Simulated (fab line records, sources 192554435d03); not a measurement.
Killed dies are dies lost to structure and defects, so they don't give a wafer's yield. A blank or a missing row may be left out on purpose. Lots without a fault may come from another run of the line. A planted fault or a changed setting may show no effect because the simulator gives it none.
One fault seen from 3 desks | flow n5_finfet | each desk has only its own numbers; what lay behind them comes last

THE DEFECT DESK
What the inspections along the route counted, lot by lot: means of the sampled wafers that have a number. A lot is out of limits, marked OUT, if its mean lies more than 4 standard deviations from the usual mean; the brackets give that distance.
Columns: A = raw_defect_count at N5_BEOL_M3_INSPECT_13, usual 424
lot  | first seen here | A
L443 | day 8 05:19     | 360
L445 | day 8 13:12     | 464
L447 | day 8 14:59     | 359
L448 | day 8 21:28     | 422
L449 | day 9 14:16     | 447
L450 | day 10 15:50    | 332
L456 | day 11 20:19    | 508
L458 | day 12 07:31    | 336
L460 | day 12 18:04    | 373
L463 | day 13 15:02    | 457
This desk's finding: nothing out of limits on any of the 10 lots.

THE TOOL OWNER'S DESK: rie_diel-05
The tool's own readings at N5_BEOL_M3_ETCH_64 (etches SOC in N2/H2, target depth 75 nm, overetch 15 nm, time 112.5 s): means of the sampled wafers that have a number, for each lot that ran on this tool. A lot is out of limits, marked OUT, if its mean lies more than 4 standard deviations from the usual mean; the brackets give that distance.
Columns: A = drypump_motor_current_A at N5_BEOL_M3_ETCH_64, usual 5.6 A; B = oes_product_au at N5_BEOL_M3_ETCH_64, usual 0.62 a.u.; C = rf_vpp_V at N5_BEOL_M3_ETCH_64, usual 523.9 V; D = showerhead_plenum_p_Torr at N5_BEOL_M3_ETCH_64, usual 2.55 Torr; E = throttle_valve_pct at N5_BEOL_M3_ETCH_64, usual 17.83 %
lot  | first seen here | A   | B    | C     | D    | E
L445 | day 8 13:19     | 5.2 | 0.62 | 521.8 | 2.46 | 17.52
L447 | day 8 15:06     | 5.8 | 0.63 | 524.9 | 2.56 | 17.74
L456 | day 11 20:29    | 5.4 | 0.59 | 523.2 | 2.53 | 17.54
L458 | day 12 07:38    | 5.9 | 0.60 | 525.2 | 2.60 | 17.71
L460 | day 12 18:11    | 5.9 | 0.59 | 524.5 | 2.60 | 17.71
This desk's finding: nothing out of limits on any of the 5 lots.

THE METROLOGY DESK
What the gauges read, lot by lot, whatever tool the lot ran on: means of the sampled wafers that have a number. A lot is out of limits, marked OUT, if its mean lies more than 4 standard deviations from the usual mean; the brackets give that distance. Of its 13 readings 7 are shown: those that lie furthest out on some lot.
Columns: A = cd_nm at N5_BEOL_M3_CD_MEAS_18, usual 17.9 nm; B = DIBL_P at N5_BEOL_M4_RC_MEAS_101, usual 36.4 mV/V; C = ION_P at N5_BEOL_M4_RC_MEAS_101, usual 462 uA/um; D = SERP_M3 at N5_BEOL_M4_RC_MEAS_101, usual 208 ohm/um; E = SERP_M3_max_site at N5_BEOL_M4_RC_MEAS_101, usual 221 ohm/um; F = VT_N at N5_BEOL_M4_RC_MEAS_101, usual 249 mV; G = VT_P at N5_BEOL_M4_RC_MEAS_101, usual -251 mV
lot  | first seen here | A    | B    | C   | D   | E   | F   | G
L443 | day 8 05:46     | 17.9 | 34.1 | 468 | 204 | 212 | 251 | -250
L445 | day 8 13:40     | 17.8 | 37.4 | 464 | 194 | 211 | 247 | -250
L447 | day 8 15:27     | 17.6 | 34.2 | 466 | 216 | 226 | 249 | -250
L448 | day 8 21:58     | 18.0 | 33.6 | 456 | 196 | 203 | 254 | -256
L449 | day 9 14:43     | 17.9 | 37.5 | 465 | 197 | 207 | 249 | -253
L450 | day 10 16:26    | 17.6 | 38.6 | 473 | 211 | 224 | 247 | -246
L456 | day 11 20:53    | 18.4 | 34.2 | 458 | 194 | 204 | 250 | -253
L458 | day 12 08:02    | 19.1 | 35.3 | 459 | 182 | 192 | 250 | -254
L460 | day 12 18:32    | 18.9 | 34.9 | 466 | 185 | 197 | 250 | -252
L463 | day 13 16:05    | 17.9 | 33.5 | 463 | 212 | 225 | 251 | -252
This desk's finding: nothing out of limits on any of the 10 lots.

PUT TOGETHER
The defect desk saw nothing out of limits.
The tool owner's desk saw nothing out of limits.
The metrology desk saw nothing out of limits.

WHAT THE SIMULATOR HAD PUT IN
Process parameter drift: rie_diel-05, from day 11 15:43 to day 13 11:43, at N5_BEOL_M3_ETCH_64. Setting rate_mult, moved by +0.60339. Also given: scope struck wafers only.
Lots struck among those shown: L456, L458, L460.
